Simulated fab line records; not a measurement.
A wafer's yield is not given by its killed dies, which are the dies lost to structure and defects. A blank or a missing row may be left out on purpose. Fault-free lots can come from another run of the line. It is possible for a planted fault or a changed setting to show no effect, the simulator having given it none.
fab line records -- flow n5Finfet
record lots=9, wafers=25, lastDay=17
route steps=1938 shown WELL_APT@46 PMOS_HMC_CHANNEL_EPI@57 BEOL_M4@1111
lots with no fault: from the same line, run without faults
startH: hours from the record's opening day to when the first of the lot's shown wafers began -- waitH: hours since the lot's step before -- " the same as in the row above -- L1.1+2: several wafers, shown together as one row -- - no value, or no start was given -- * or withheld: withheld -- < > ~ a bound
route shown NAME@n: NAME is a module with steps in the file, n the number in the route of the first one -- usual: the fault-free wafers' mean and standard deviation -- same: alike in all rows -- chamber/n: place in a boat -- sites: the reading at each site -- _std_site: standard deviation across them -- _edge_site: the outer-site mean with the inner-site mean subtracted -- radiusMm: how far each site lies from the wafer's centre -- mask NAME#n: copy n -- behind: the most recent tool/chamber to have shaped the wafer -- hold: reason for holding the lot/hours on hold/outcome of the hold -- device: names the non-switching transistor (n, p or np) -- end of line: the tests these same wafers got at the end of their route -- a step without rows: its recipe alone -- killed: count of dies lost to structure and defects at first sort (not the wafer's yield) -- map: shows each die of a wafer: x if killed, . if not, _ if none is there
set.NAME: the setting the step ran with; set.NAME@STEP: the setting that earlier step ran with -- model.NAME: the simulator's own value behind a step, which no gauge read
steps of the route over a sample of lots; a table a step, a row a wafer
services: the hour from which a tool's chamber was out of use, counted from the record's first day as startH (under 0 if before that day), plus the number of hours and why
## steps
# step N5_WELL_APT_DESCUM_30
# recipe chemistry=O2, timeS=7.9, sourcePowerW=50, biasPowerW=20, pressureMtorr=20, rfFrequencyHz=2.712e+07, tempC=40, o2FlowSccm=225
# usual drypumpMotorCurrentA=5.8/0.5, oesProductAu=0.80/0.069, rfVppV=243.9/1.1, showerheadPlenumPTorr=2.14/0.049, throttleValvePct=20.49/0.26
lot.wafer,tool,chamber,startH,waitH,drypumpMotorCurrentA,oesProductAu,rfHoursCounterH,rfVppV,showerheadPlenumPTorr,throttleValvePct
L499.2,rieDiel-05,3,32.92,0.0,5.4,0.89,39,245.5,2.25,20.31
L499.5,rieDiel-05,1,32.92,0.0,6.2,0.91,-,242.6,2.14,20.55
L502.1,rieDiel-02,2,51.19,0.0,5.1,0.75,150,242.2,2.11,20.91
L502.2,rieDiel-02,3,51.19,0.0,5.9,0.80,82,243.7,2.12,20.66
L502.4,rieDiel-02,0,51.19,0.0,6.5,0.94,18,245.5,2.21,20.29
L503.2,rieDiel-06,1,57.49,0.3,5.7,0.71,162,244.6,2.19,20.56
L503.5,rieDiel-06,3,57.49,0.3,5.7,0.87,-,243.5,2.14,20.56
L503.6,rieDiel-06,2,57.49,0.3,5.5,0.82,-,244.3,2.11,20.19
L505.3,rieDiel-02,1,69.12,0.0,6.3,0.72,192,242.3,2.06,20.12
L505.4,rieDiel-02,0,69.12,0.0,6.5,0.92,23,245.0,2.21,20.29
L506.3,rieDiel-06,3,75.23,0.2,5.7,0.88,53,244.5,2.14,20.57
L506.4,rieDiel-06,0,75.23,0.2,6.4,0.73,163,242.5,2.10,20.83
L506.6,rieDiel-06,1,75.23,0.2,5.7,0.72,-,244.9,2.18,20.56
L507.2,rieDiel-05,2,81.05,0.2,4.9,0.77,152,244.1,2.18,20.11
L507.4,rieDiel-05,1,81.05,0.2,6.2,0.90,47,242.9,2.14,20.56
L507.5,rieDiel-05,2,81.05,0.2,4.9,0.77,-,243.9,2.18,20.10
L511.1,rieDiel-06,1,105.23,0.0,5.7,0.71,179,245.0,2.18,20.59
L511.5,rieDiel-06,3,105.23,0.0,5.7,0.86,-,244.5,2.13,20.60
L511.6,rieDiel-06,2,105.23,0.0,5.5,0.81,-,244.4,2.10,20.20
L518.2,rieDiel-02,3,147.63,0.5,5.8,0.78,113,243.6,2.11,20.75
L518.4,rieDiel-02,2,147.63,0.5,5.1,0.72,182,242.4,2.10,20.97
L518.5,rieDiel-02,3,147.63,0.5,5.9,0.77,-,243.0,2.11,20.74
L519.1,rieDiel-06,3,152.94,0.1,5.7,0.83,80,245.3,2.13,20.62
L519.3,rieDiel-06,0,152.94,0.1,6.4,0.71,190,243.3,2.09,20.88
L519.5,rieDiel-06,0,152.94,0.1,6.4,0.71,-,242.6,2.09,20.85
# step N5_PMOS_HMC_CHANNEL_EPI_HM_DEP_34
# recipe material=SiO2, targetThkA=360, tempC=400, precursor=TEOS/O2, pressureTorr=6.5, rfW=900, teosFlowSccm=161.4, gas=O2, flowSccm=2650, timeS=6.9
# usual heaterPowerW=563/100, showerheadPlenumPTorr=8.327/0.019, susceptorTempC=400.03/0.21, throttleValvePct=18.4/0.87
lot.wafer,tool,chamber,startH,waitH,heaterPowerW,showerheadPlenumPTorr,sinceWetCleanH,susceptorTempC,throttleValvePct
L499.2,pecvd-04,0,34.66,0.0,477,8.299,920,399.95,19.5
L499.5,pecvd-04,2,34.66,0.0,766,8.340,-,399.85,17.6
L502.1,pecvd-02,0,52.87,0.0,478,8.319,757,400.59,18.0
L502.2,pecvd-02,2,52.87,0.0,502,8.306,3,399.74,17.2
L502.4,pecvd-02,1,52.87,0.0,558,8.336,-,400.00,19.6
L503.2,pecvd-02,0,59.43,0.0,598,8.313,763,399.83,18.2
L503.5,pecvd-02,1,59.43,0.0,561,8.336,-,400.20,19.5
L503.6,pecvd-02,2,59.43,0.0,499,8.319,-,400.01,17.2
L505.3,pecvd-03,2,71.15,0.0,424,8.321,384,399.89,18.5
L505.4,pecvd-03,0,71.15,0.0,607,8.338,-,399.94,18.3
L506.3,pecvd-02,1,77.10,0.0,532,8.351,1506,399.99,19.7
L506.4,pecvd-02,1,77.10,0.0,543,8.354,-,400.28,19.4
L506.6,pecvd-02,0,77.10,0.0,509,8.323,-,400.31,18.3
L507.2,pecvd-04,2,82.82,0.0,699,8.339,214,400.22,17.7
L507.4,pecvd-04,1,82.82,0.0,659,8.316,-,399.93,19.8
L507.5,pecvd-04,0,82.82,0.0,620,8.314,-,399.99,19.3
L511.1,pecvd-02,0,106.92,0.0,597,8.309,811,400.03,18.2
L511.5,pecvd-02,1,106.92,0.0,517,8.337,-,399.94,19.5
L511.6,pecvd-02,2,106.92,0.0,507,8.303,-,400.11,17.3
L518.2,pecvd-04,2,149.66,0.0,649,8.324,281,399.92,17.9
L518.4,pecvd-04,0,149.66,0.0,623,8.312,-,400.01,19.5
L518.5,pecvd-04,1,149.66,0.0,782,8.311,-,400.16,19.5
L519.1,pecvd-02,1,154.63,0.0,493,8.338,1584,399.65,19.1
L519.3,pecvd-02,2,154.63,0.0,513,8.309,105,399.71,17.2
L519.5,pecvd-02,0,154.63,0.0,555,8.302,-,400.19,17.9
# step N5_PMOS_HMC_CHANNEL_EPI_ETCH_32
# recipe chemistry=N2/H2, target=BARC, stopOn=SiO2, targetDepthA=858, overEtchFrac=0.3, timeS=50.3, ionEnergyEv=200, maskMaterial=CAR-ArF-block, pressureMtorr=30, sourceW=840, biasW=150, n2FlowSccm=200, h2FlowSccm=200
# usual drypumpMotorCurrentA=5.7/0.4, oesProductAu=0.65/0.044, rfVppV=524.1/2.4, showerheadPlenumPTorr=2.55/0.083, throttleValvePct=17.95/0.24
lot.wafer,tool,chamber,startH,waitH,drypumpMotorCurrentA,oesProductAu,rfHoursCounterH,rfVppV,showerheadPlenumPTorr,throttleValvePct
L499.2,rieDiel-03,1,35.18,0.0,5.8,0.67,145,524.1,2.54,17.98
L499.5,rieDiel-03,2,35.18,0.0,5.5,0.68,-,522.8,2.45,18.04
L502.1,rieDiel-01,2,53.79,0.0,6.3,0.64,138,524.4,2.55,18.03
L502.2,rieDiel-01,1,53.79,0.0,6.0,0.82,2,526.0,2.59,17.38
L502.4,rieDiel-01,3,53.79,0.0,5.8,0.65,147,520.7,2.45,17.80
L503.2,rieDiel-03,0,59.96,0.0,5.7,0.65,107,527.5,2.69,18.11
L503.5,rieDiel-03,2,59.96,0.0,5.5,0.67,-,523.1,2.45,18.04
L503.6,rieDiel-03,3,59.96,0.0,5.2,0.67,-,526.0,2.65,17.82
L505.3,rieDiel-01,0,71.89,0.0,5.3,0.60,223,525.2,2.61,18.21
L505.4,rieDiel-01,3,71.89,0.0,5.8,0.64,-,519.5,2.45,17.82
L506.3,rieDiel-04,1,77.50,0.0,6.1,0.60,227,523.2,2.51,18.00
L506.4,rieDiel-04,0,77.50,0.0,4.7,0.62,162,519.9,2.44,18.17
L506.6,rieDiel-04,2,77.50,0.0,5.8,0.64,-,526.5,2.65,17.51
L507.2,rieDiel-03,0,83.22,0.0,5.7,0.65,117,527.7,2.68,18.12
L507.4,rieDiel-03,2,83.22,0.0,5.5,0.67,-,521.2,2.44,18.07
L507.5,rieDiel-03,0,83.22,0.0,5.7,0.65,-,526.5,2.68,18.12
L511.1,rieDiel-03,1,107.45,0.0,5.8,0.66,157,522.7,2.53,18.00
L511.5,rieDiel-03,2,107.45,0.0,5.5,0.66,-,521.2,2.44,18.09
L511.6,rieDiel-03,1,107.45,0.0,5.7,0.65,-,521.4,2.53,18.00
L518.2,rieDiel-04,2,150.37,0.0,5.8,0.63,171,525.8,2.64,17.53
L518.4,rieDiel-04,2,150.37,0.0,5.7,0.62,-,526.3,2.64,17.53
L518.5,rieDiel-04,1,150.37,0.0,6.1,0.58,-,522.4,2.50,18.05
L519.1,rieDiel-03,1,155.53,0.0,5.7,0.64,174,523.9,2.53,18.01
L519.3,rieDiel-03,0,155.53,0.0,5.6,0.64,143,526.6,2.67,18.18
L519.5,rieDiel-03,1,155.53,0.0,5.7,0.64,-,523.9,2.53,18.01
# step N5_PMOS_HMC_CHANNEL_EPI_FIN_RECESS_16
# recipe chemistry=HBr/Cl2, target=Si, maskMaterial=SiO2, targetDepthA=540, timeS=18, pressureMtorr=10, icpW=800, biasW=75, HBr_flow_sccm=150, Cl2_flow_sccm=80
# usual HBr_flow_sccm=149.9/0.49, drypumpMotorCurrentA=5.6/0.43, oesProductAu=1.007/0.016, throttleValvePct=35.44/0.28
lot.wafer,tool,chamber,startH,waitH,HBr_flow_sccm,drypumpMotorCurrentA,oesProductAu,rfHoursCounterH,throttleValvePct
L499.2,rieSi-06,2,35.60,0.0,151.6,5.9,1.023,25,35.55
L499.5,rieSi-06,2,35.60,0.0,151.4,5.9,1.014,-,35.57
L502.1,rieSi-06,1,54.23,0.0,149.7,6.2,0.981,80,36.16
L502.2,rieSi-06,0,54.23,0.0,150.4,5.9,1.011,124,35.39
L502.4,rieSi-06,2,54.23,0.0,149.0,5.9,1.022,25,35.59
L503.2,rieSi-03,1,60.38,0.0,149.1,6.0,1.025,136,35.56
L503.5,rieSi-03,0,60.38,0.0,149.3,5.9,1.012,-,35.04
L503.6,rieSi-03,1,60.38,0.0,149.9,6.0,1.021,-,35.55
L505.3,rieSi-03,2,72.32,0.0,149.2,6.1,1.023,108,34.99
L505.4,rieSi-03,1,72.32,0.0,149.8,6.0,1.010,136,35.56
L506.3,rieSi-05,0,77.93,0.0,149.2,5.8,1.022,180,35.54
L506.4,rieSi-05,1,77.93,0.0,150.3,4.7,1.011,65,35.36
L506.6,rieSi-05,0,77.93,0.0,149.4,5.8,1.013,-,35.53
L507.2,rieSi-03,1,83.65,0.0,150.1,6.0,1.014,136,35.54
L507.4,rieSi-03,2,83.65,0.0,150.0,6.0,1.031,109,35.00
L507.5,rieSi-03,1,83.65,0.0,149.4,6.0,1.035,-,35.55
L511.1,rieSi-03,1,107.87,0.0,149.4,6.0,1.019,137,35.58
L511.5,rieSi-03,2,107.87,0.0,149.7,6.0,1.016,-,34.99
L511.6,rieSi-03,3,107.87,0.0,150.3,5.3,1.033,-,34.92
L518.2,rieSi-05,1,150.79,0.0,149.6,4.8,1.007,66,35.36
L518.4,rieSi-05,3,150.79,0.0,149.5,5.7,0.988,60,35.51
L518.5,rieSi-05,2,150.79,0.0,149.9,5.0,0.982,-,35.53
L519.1,rieSi-06,3,155.95,0.0,150.0,5.7,0.999,174,35.37
L519.3,rieSi-06,1,155.95,0.0,149.2,6.2,0.992,82,36.19
L519.5,rieSi-06,2,155.95,0.0,150.4,5.9,1.023,-,35.55
# step N5_PMOS_HMC_CHANNEL_EPI_THK_MEAS_22
# recipe reads=SiGe30_of_PMOS_HMC_CHANNEL_EPI_EPI_20
# usual HMC_CMP_THK=54.1/0.67
lot.wafer,tool,chamber,startH,waitH,HMC_CMP_THK[nm]
L499.2,filmMetro-01,-,37.42,-,54.4
L499.5,filmMetro-01,-,37.42,-,54.4
L502.1,filmMetro-02,-,56.03,-,52.5
L502.2,filmMetro-02,-,56.03,-,54.0
L502.4,filmMetro-02,-,56.03,-,54.1
L503.2,filmMetro-01,-,62.18,-,55.1
L503.5,filmMetro-01,-,62.18,-,55.1
L503.6,filmMetro-01,-,62.18,-,55.0
L505.3,filmMetro-01,-,74.16,-,54.2
L505.4,filmMetro-01,-,74.16,-,54.3
L506.3,filmMetro-01,-,79.73,-,55.0
L506.4,filmMetro-01,-,79.73,-,54.4
L506.6,filmMetro-01,-,79.73,-,55.0
L507.2,filmMetro-01,-,85.46,-,55.1
L507.4,filmMetro-01,-,85.46,-,51.9
L507.5,filmMetro-01,-,85.46,-,55.3
L511.1,filmMetro-01,-,109.67,-,54.7
L511.5,filmMetro-01,-,109.67,-,51.1
L511.6,filmMetro-01,-,109.67,-,54.5
L518.2,filmMetro-02,-,152.60,-,54.2
L518.4,filmMetro-02,-,152.60,-,54.0
L518.5,filmMetro-02,-,152.60,-,53.4
L519.1,filmMetro-02,-,158.17,-,53.5
L519.3,filmMetro-02,-,158.17,-,52.2
L519.5,filmMetro-02,-,158.17,-,54.4
# step N5_BEOL_M4_RC_MEAS_101
# usual CJ_P=5.78/0.14, DIBL_N=35.9/1.6, DIBL_P=35.6/2.1, IOFF_N=0.149/0.029, IOFF_P=0.20/0.033, ION_N=671/11, ION_P=460/7.3, SS_N=71.4/0.62, SS_P=73.2/0.65, VT_N=251/3.1, VT_P=-251/3.4
lot.wafer,tool,chamber,startH,waitH,CJ_P,DIBL_N[mV/V],DIBL_P[mV/V],IOFF_N[nA/um],IOFF_P[nA/um],ION_N[uA/um],ION_P[uA/um],SS_N[mV/dec],SS_P[mV/dec],VT_N[mV],VT_P[mV]
L499.2,prober-02,0,182.65,0.2,5.73,35.5,36.8,0.138,0.18,668,454,71.2,73.5,251,-256
L499.5,prober-02,0,182.65,0.2,5.81,34.7,35.0,0.136,0.16,668,452,71.5,72.3,253,-256
L502.1,prober-02,0,196.43,0.0,6.06,36.4,36.1,0.144,0.17,659,444,72.3,72.7,252,-258
L502.2,prober-02,0,196.43,0.0,5.78,35.6,37.0,0.144,0.18,665,452,71.3,72.4,250,-254
L502.4,prober-02,0,196.43,0.0,5.92,36.7,38.0,0.158,0.20,668,459,71.3,73.1,251,-252
L503.2,prober-02,0,205.42,0.2,5.50,38.3,37.6,0.182,0.26,680,468,72.3,73.0,247,-248
L503.5,prober-02,0,205.42,0.2,5.60,35.9,34.8,0.149,0.22,675,471,71.2,72.7,250,-245
L503.6,prober-02,0,205.42,0.2,5.59,35.0,33.7,0.126,0.19,663,461,70.9,72.9,252,-251
L505.3,prober-01,0,222.92,0.3,5.86,32.7,32.2,0.106,0.16,651,456,70.9,72.7,256,-254
L505.4,prober-01,0,222.92,0.3,5.68,35.6,35.6,0.159,0.21,677,472,70.7,73.2,247,-247
L506.3,prober-01,0,230.72,0.3,5.69,36.8,37.4,0.169,0.20,676,460,71.2,72.9,247,-252
L506.4,prober-01,0,230.72,0.3,5.91,38.7,39.8,0.216,0.25,690,467,72.4,74.5,246,-249
L506.6,prober-01,0,230.72,0.3,5.76,37.9,38.5,0.199,0.23,692,472,71.8,74.5,245,-250
L507.2,prober-01,0,236.49,0.2,5.61,37.3,35.7,0.166,0.25,657,460,72.1,73.9,250,-248
L507.4,prober-01,0,236.49,0.2,6.17,34.3,32.6,0.124,0.20,670,468,70.5,72.4,252,-249
L507.5,prober-01,0,236.49,0.2,5.37,36.1,35.5,0.151,0.24,660,459,71.3,73.4,250,-249
L511.1,prober-01,0,257.33,0.0,5.58,37.1,35.7,0.152,0.18,673,462,71.7,73.0,252,-253
L511.5,prober-01,0,257.33,0.0,6.18,37.1,36.2,0.158,0.18,670,463,72.0,73.2,250,-253
L511.6,prober-01,0,257.33,0.0,5.70,37.4,37.6,0.155,0.20,677,460,72.0,73.9,251,-250
L518.2,prober-02,0,300.61,0.2,5.83,36.8,35.2,0.157,0.21,681,468,70.7,73.0,253,-250
L518.4,prober-02,0,300.61,0.2,5.97,38.7,38.1,0.199,0.26,683,467,71.9,73.8,245,-244
L518.5,prober-02,0,300.61,0.2,5.98,39.1,38.4,0.213,0.27,697,475,72.5,74.2,244,-248
L519.1,prober-02,0,303.75,0.0,6.01,34.6,34.7,0.133,0.19,665,458,71.8,72.8,251,-251
L519.3,prober-02,0,303.75,0.0,6.06,34.9,33.6,0.135,0.16,679,461,71.3,72.4,252,-253
L519.5,prober-02,0,303.75,0.0,5.78,35.7,34.8,0.154,0.19,681,459,71.5,73.6,250,-249
## services
tool,chamber,startH,hours,kind
rieDiel-06,-,9.25,0.5,repair
rieDiel-01,3,13.29,13.9,repair
rieSi-05,-,14.18,1.6,repair
pecvd-02,2,21.12,-,clean
pecvd-02,2,21.12,-,consumableReplace:showerhead
rieDiel-03,3,30.37,10.2,repair
rieDiel-02,-,41.23,0.6,repair
pecvd-04,-,58.87,0.2,repair
rieSi-05,2,60.03,2.3,repair
rieDiel-03,1,64.09,32.7,repair
rieDiel-02,0,64.99,3.1,repair
rieDiel-01,2,71.21,11.1,repair
rieDiel-01,-,75.75,4.3,pm
rieDiel-01,3,89.35,5.1,repair
rieDiel-06,3,91.74,2.4,repair
pecvd-03,1,99.02,4.0,repair
rieDiel-01,-,103.88,18.9,repair
rieSi-05,0,106.32,2.1,repair
rieDiel-04,3,109.90,12.2,repair
rieDiel-04,3,126.58,27.6,repair
rieDiel-01,-,126.93,0.3,repair
pecvd-04,-,129.76,2.1,repair
pecvd-04,-,134.06,2.2,repair
rieDiel-04,-,138.91,0.5,repair
## key
firstSign step=N5_PMOS_HMC_CHANNEL_EPI_THK_MEAS_22, reading=HMC_CMP_THK, direction=down, sigmas=3.9, usual=54.1, struck=51.5
effect step=N5_BEOL_M4_RC_MEAS_101, reading=CJ_P, direction=up, sigmas=2.8, usual=5.78, struck=6.17
metAt N5_PMOS_HMC_CHANNEL_EPI_FIN_RECESS_16
struckLots L507,L511
struckWafers L507.4,L511.5
notActingAt N5_WELL_APT_DESCUM_30,N5_PMOS_HMC_CHANNEL_EPI_HM_DEP_34,N5_PMOS_HMC_CHANNEL_EPI_ETCH_32
onsetBetween 72.32 83.65
fault kind=processParameterDrift, tool=rieSi-03, chamber=2, onsetH=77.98, steps=N5_PMOS_HMC_CHANNEL_EPI_FIN_RECESS_16, channel=timeS, offset=*, shape=step, endH=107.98, actsIn=*, stated=*
